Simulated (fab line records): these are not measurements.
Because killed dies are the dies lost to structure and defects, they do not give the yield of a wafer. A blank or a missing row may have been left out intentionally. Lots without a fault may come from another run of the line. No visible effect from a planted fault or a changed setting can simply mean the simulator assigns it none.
Chamber matching :: flow n5Finfet :: 3 sister chambers for N5_BEOL_M1_DEP_57 on pecvd-03
The step deposits SiCN from 3MS/NH3, target thk 8 nm, time 14 s. 30 wafers are shown with their chamber, then 12 later ones without.

EACH WAFER AND ITS CHAMBER
wafer: L074.3
chamber: 0
showerheadPlenumPTorr (Torr): 3.672
throttleValvePct (%): 8.7
chamberPressureTorr (Torr): 3.008

wafer: L074.4
chamber: 2
showerheadPlenumPTorr (Torr): 3.677
throttleValvePct (%): 9.6
chamberPressureTorr (Torr): 3.009

wafer: L074.6
chamber: 0
showerheadPlenumPTorr (Torr): 3.673
throttleValvePct (%): 8.8
chamberPressureTorr (Torr): 3.007

wafer: L076.3
chamber: 0
showerheadPlenumPTorr (Torr): 3.678
throttleValvePct (%): 8.5
chamberPressureTorr (Torr): 2.998

wafer: L076.5
chamber: 2
showerheadPlenumPTorr (Torr): 3.661
throttleValvePct (%): 9.6
chamberPressureTorr (Torr): 3.006

wafer: L076.6
chamber: 0
showerheadPlenumPTorr (Torr): 3.678
throttleValvePct (%): 8.9
chamberPressureTorr (Torr): 2.990

wafer: L079.2
chamber: 2
showerheadPlenumPTorr (Torr): 3.665
throttleValvePct (%): 9.6
chamberPressureTorr (Torr): 2.994

wafer: L079.3
chamber: 1
showerheadPlenumPTorr (Torr): 3.636
throttleValvePct (%): 8.9
chamberPressureTorr (Torr): 3.000

wafer: L079.6
chamber: 0
showerheadPlenumPTorr (Torr): 3.680
throttleValvePct (%): 8.8
chamberPressureTorr (Torr): 2.991

wafer: L083.3
chamber: 0
showerheadPlenumPTorr (Torr): 3.689
throttleValvePct (%): 8.7
chamberPressureTorr (Torr): 3.010

wafer: L083.4
chamber: 0
showerheadPlenumPTorr (Torr): 3.674
throttleValvePct (%): 8.7
chamberPressureTorr (Torr): 2.997

wafer: L083.6
chamber: 1
showerheadPlenumPTorr (Torr): 3.649
throttleValvePct (%): 8.9
chamberPressureTorr (Torr): 3.000

wafer: L085.2
chamber: 2
showerheadPlenumPTorr (Torr): 3.671
throttleValvePct (%): 9.9
chamberPressureTorr (Torr): 2.990

wafer: L085.3
chamber: 1
showerheadPlenumPTorr (Torr): 3.645
throttleValvePct (%): 8.9
chamberPressureTorr (Torr): 2.997

wafer: L085.4
chamber: 1
showerheadPlenumPTorr (Torr): 3.638
throttleValvePct (%): 9.1
chamberPressureTorr (Torr): 3.008

wafer: L086.1
chamber: 1
showerheadPlenumPTorr (Torr): 3.632
throttleValvePct (%): 8.9
chamberPressureTorr (Torr): 2.999

wafer: L086.2
chamber: 0
showerheadPlenumPTorr (Torr): 3.676
throttleValvePct (%): 8.5
chamberPressureTorr (Torr): 3.001

wafer: L086.3
chamber: 1
showerheadPlenumPTorr (Torr): 3.634
throttleValvePct (%): 8.9
chamberPressureTorr (Torr): 2.996

wafer: L087.1
chamber: 0
showerheadPlenumPTorr (Torr): 3.678
throttleValvePct (%): 8.8
chamberPressureTorr (Torr): 3.003

wafer: L087.4
chamber: 0
showerheadPlenumPTorr (Torr): 3.686
throttleValvePct (%): 8.8
chamberPressureTorr (Torr): 2.995

wafer: L087.5
chamber: 0
showerheadPlenumPTorr (Torr): 3.677
throttleValvePct (%): 8.5
chamberPressureTorr (Torr): 3.001

wafer: L090.2
chamber: 1
showerheadPlenumPTorr (Torr): 3.633
throttleValvePct (%): 8.7
chamberPressureTorr (Torr): 2.988

wafer: L090.4
chamber: 0
showerheadPlenumPTorr (Torr): 3.683
throttleValvePct (%): 8.8
chamberPressureTorr (Torr): 2.997

wafer: L090.6
chamber: 0
showerheadPlenumPTorr (Torr): 3.673
throttleValvePct (%): 8.5
chamberPressureTorr (Torr): 3.012

wafer: L093.2
chamber: 0
showerheadPlenumPTorr (Torr): 3.694
throttleValvePct (%): 8.7
chamberPressureTorr (Torr): 3.004

wafer: L093.4
chamber: 2
showerheadPlenumPTorr (Torr): 3.662
throttleValvePct (%): 8.5
chamberPressureTorr (Torr): 2.994

wafer: L093.5
chamber: 1
showerheadPlenumPTorr (Torr): 3.635
throttleValvePct (%): 8.8
chamberPressureTorr (Torr): 2.996

wafer: L091.2
chamber: 0
showerheadPlenumPTorr (Torr): 3.691
throttleValvePct (%): 8.7
chamberPressureTorr (Torr): 3.002

wafer: L091.4
chamber: 1
showerheadPlenumPTorr (Torr): 3.626
throttleValvePct (%): 8.9
chamberPressureTorr (Torr): 3.008

wafer: L091.5
chamber: 0
showerheadPlenumPTorr (Torr): 3.678
throttleValvePct (%): 8.8
chamberPressureTorr (Torr): 3.006

SIGNATURES, as means of the wafers listed above
reading: showerheadPlenumPTorr
chamber 0: 3.68000
chamber 1: 3.63644
chamber 2: 3.66720
scatter within a chamber: 0.00679

reading: throttleValvePct
chamber 0: 8.700
chamber 1: 8.889
chamber 2: 9.440
scatter within a chamber: 0.237

reading: chamberPressureTorr
chamber 0: 3.00137
chamber 1: 2.99911
chamber 2: 2.99860
scatter within a chamber: 0.00669
Rule: a wafer's distance from a chamber is the root of the sum, over the readings, of the square of ((its reading less the chamber's mean) divided by the reading's scatter). The wafer belongs to the nearest chamber; if the next one is less than 2 further off, it can't be placed. The scatter is the square root of a quotient: the sum, over the shown wafers, of each reading's squared deviation from its chamber's mean, divided by wafers minus chambers.

WAFERS WHOSE CHAMBER IS MISSING
wafer: L095.2
showerheadPlenumPTorr (Torr): 3.660
throttleValvePct (%): 8.4
chamberPressureTorr (Torr): 2.999

wafer: L095.3
showerheadPlenumPTorr (Torr): 3.676
throttleValvePct (%): 8.7
chamberPressureTorr (Torr): 3.003

wafer: L095.5
showerheadPlenumPTorr (Torr): 3.640
throttleValvePct (%): 8.8
chamberPressureTorr (Torr): 2.996

wafer: L092.1
showerheadPlenumPTorr (Torr): 3.658
throttleValvePct (%): 8.5
chamberPressureTorr (Torr): 3.018

wafer: L092.2
showerheadPlenumPTorr (Torr): 3.639
throttleValvePct (%): 9.1
chamberPressureTorr (Torr): 3.003

wafer: L092.5
showerheadPlenumPTorr (Torr): 3.640
throttleValvePct (%): 9.0
chamberPressureTorr (Torr): 2.995

wafer: L096.2
showerheadPlenumPTorr (Torr): 3.644
throttleValvePct (%): 8.9
chamberPressureTorr (Torr): 3.007

wafer: L096.4
showerheadPlenumPTorr (Torr): 3.641
throttleValvePct (%): 8.9
chamberPressureTorr (Torr): 3.001

wafer: L096.6
showerheadPlenumPTorr (Torr): 3.658
throttleValvePct (%): 8.5
chamberPressureTorr (Torr): 3.010

wafer: L097.2
showerheadPlenumPTorr (Torr): 3.634
throttleValvePct (%): 8.8
chamberPressureTorr (Torr): 3.009

wafer: L097.3
showerheadPlenumPTorr (Torr): 3.671
throttleValvePct (%): 8.4
chamberPressureTorr (Torr): 2.999

wafer: L097.5
showerheadPlenumPTorr (Torr): 3.659
throttleValvePct (%): 8.5
chamberPressureTorr (Torr): 3.001

THE CHAMBER EACH PASSED THROUGH
wafer: L095.2
from the rows above: can't be placed: 0 or 1 or 2
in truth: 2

wafer: L095.3
from the rows above: 0
in truth: 0

wafer: L095.5
from the rows above: 1
in truth: 1

wafer: L092.1
from the rows above: can't be placed: 0 or 1 or 2
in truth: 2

wafer: L092.2
from the rows above: 1
in truth: 1

wafer: L092.5
from the rows above: 1
in truth: 1

wafer: L096.2
from the rows above: 1
in truth: 1

wafer: L096.4
from the rows above: 1
in truth: 1

wafer: L096.6
from the rows above: can't be placed: 0 or 1 or 2
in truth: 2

wafer: L097.2
from the rows above: 1
in truth: 1

wafer: L097.3
from the rows above: 0
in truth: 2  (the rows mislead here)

wafer: L097.5
from the rows above: can't be placed: 0 or 1 or 2
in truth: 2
Correct placement for 7 of the 12. Can't be placed from these rows: 4 (the true chamber is among the candidates in 4). 1 placed wrongly.
